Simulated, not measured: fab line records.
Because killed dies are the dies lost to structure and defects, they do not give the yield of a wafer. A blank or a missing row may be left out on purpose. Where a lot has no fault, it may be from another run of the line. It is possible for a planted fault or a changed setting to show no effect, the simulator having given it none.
Which of the tools did it? | flow n5Finfet | route of 1938 steps, sampled at 1 step: 12 lots, 36 wafers

== WHAT EACH GAUGE READ, for each wafer ==
N5_START_INSPECT_01: inspects for defects (unpatterned scan).
lot  | measured    | on               | rawDefectCount
L075 | day 1 18:02 | defectInspect-02 | 7 5 2
L077 | day 2 06:02 | defectInspect-01 | 9 5 13
L079 | day 2 18:02 | defectInspect-01 | 5 5 14
L081 | day 3 06:02 | defectInspect-01 | 5 6 5
L083 | day 3 18:02 | defectInspect-01 | 12 2 6
L085 | day 4 06:02 | defectInspect-02 | 3 6 2
L087 | day 4 18:02 | defectInspect-01 | 6 4 2
L089 | day 5 06:02 | defectInspect-02 | 6 10 9
L091 | day 5 18:02 | defectInspect-01 | 3 8 5
L093 | day 6 06:02 | defectInspect-01 | 9 5 3
L095 | day 6 18:02 | defectInspect-02 | 7 8 10
L097 | day 7 06:02 | defectInspect-01 | 5 10 3

== WHAT TOOL EACH LOT RAN ON (gives the tool, then ch and the chambers of the sampled wafers, and finally the start) ==
Before these readings, the record contains no process step.

== THE ANSWER, worked out from the rows above alone ==
Rule: the lots themselves supply what counts as usual. Put in order of their means at a reading, lots are off if they are a third of the lots or fewer, leave a main group of 4 or more, and stand apart from it by a gap of 3 or more times the standard deviation of the main group's means; of several such gaps the widest counts. A main group is skipped when, at the precision printed for the reading in the tables above, its means are all equal. Also off: a lot with no number at a reading for which 4 or more lots have one. The other lots that the step has rows for count as sound.
No lot is off at any reading shown: from this, nothing can be told.

== WHAT WAS PUT IN BY THE SIMULATOR ==
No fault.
